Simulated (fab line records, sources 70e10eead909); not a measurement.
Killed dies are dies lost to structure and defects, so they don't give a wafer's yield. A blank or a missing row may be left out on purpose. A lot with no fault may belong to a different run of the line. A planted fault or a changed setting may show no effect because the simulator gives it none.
Struck lot and sound lot, side by side    flow nand harc    15 out of 1159 route steps
Sound: these wafers, L900.2, L900.3, L900.4. Wafers struck: L911.2, L911.4, L911.6. The cause comes at the end.
Order at every step that has rows: each side's tool, ch and its chambers, its first start. Under that, the readings that differ: sound wafers    struck wafers    difference of the means    sigmas: that difference in standard deviations of wafers without a fault.
alike: words and numbers the same on both sides, and readings whose means are apart by under 2 such deviations; not compared: readings that were withheld, readings missing a value for some wafer, numbers with overlapping values and no deviation given by the record, and bounds like >300 which may hide the same value.
The two part at a step that has a row with sigmas, a row that says differs or no value, or rows on one side only. Numbers that don't overlap but have no deviation are shown without sigmas and don't part them. A reading missing from all wafers of one side parts the sides only when that side holds two or more wafers.

NHARC_THIN_TSV_GRIND_00:
  sound on grinder-01 ch 0, day 21 15:29; struck on grinder-01 ch 0, day 22 18:22
  alike: motor current A
NHARC_THIN_TSV_CMP_01: polishes.
  sound on cmp-04 ch 1,2,3, day 21 16:30; struck on cmp-02 ch 0,3, day 22 19:25
reading              sound           struck         difference  sigmas
motor current A (A)  13.5 14.6 15.5  13.0 9.2 12.6  -2.9        -2
  alike: retaining ring pressure frac
NHARC_THIN_TSV_THK_MEAS_02: measures by ir.
  sound: film metro-01 at day 21 16:46; struck: film metro-01 at day 22 19:41
  alike: thk nm
then, 3 steps without rows for these wafers: NHARC_THIN_TSV_SRD_03; NHARC_THIN_TSV_PRECLEAN_41 (cleans in SC1); NHARC_THIN_TSV_SRD_42.
NHARC_THIN_TSV_DEP_43: deposits SiO2, target thk 1328.5 nm.
  sound on pecvd-01 ch 0,1, day 21 16:59; struck on pecvd-03 ch 2, day 22 19:55
  alike: throttle valve pct
then, 5 steps without rows for these wafers: NHARC_THIN_TSV_DEHYDRATE_04 (time 120 s); NHARC_THIN_TSV_HMDS_05 (time 30 s); NHARC_THIN_TSV_COAT_06; NHARC_THIN_TSV_SOFTBAKE_07 (time 95 s); NHARC_THIN_TSV_EBR_08.
NHARC_THIN_TSV_EXPOSE_09: exposes mask TSV.
  sound on krf scanner-04 ch 0, day 21 17:40; struck on krf scanner-04 ch 0, day 22 20:44
reading               sound              struck             difference  sigmas
exposure dose mJ cm2  30.76 30.76 30.72  31.26 31.31 31.25  +0.53       +17
  alike: mask
then, 1 step without rows for these wafers: NHARC_THIN_TSV_PEB_10 (peb time 85 s).
-- record jumps: 2 days between struck wafers' starts before vs after; left off in module THIN_TSV, resumes in module END, first step shown is number 1159 of the route --
NHARC_END_SORT_01:
  sound on prober-01 ch 0, day 23 01:34; struck on prober-01 ch 0, day 25 00:21
reading              sound  struck  difference  sigmas
killed at periphery  4 6 9  2 0 1   -5          -2
  alike: defect limited yield, killed at array, killed at other, killed dies, killed open, killed short, sort_bin_2_pct, sort_bin_3_pct, sort_bin_4_pct, sort n pass, sort rim yield pct, sort yield pct

## WHERE THEY PART
First at NHARC_THIN_TSV_CMP_01; last, within this record, at NHARC_END_SORT_01.

WHY: what had been put in by the simulator
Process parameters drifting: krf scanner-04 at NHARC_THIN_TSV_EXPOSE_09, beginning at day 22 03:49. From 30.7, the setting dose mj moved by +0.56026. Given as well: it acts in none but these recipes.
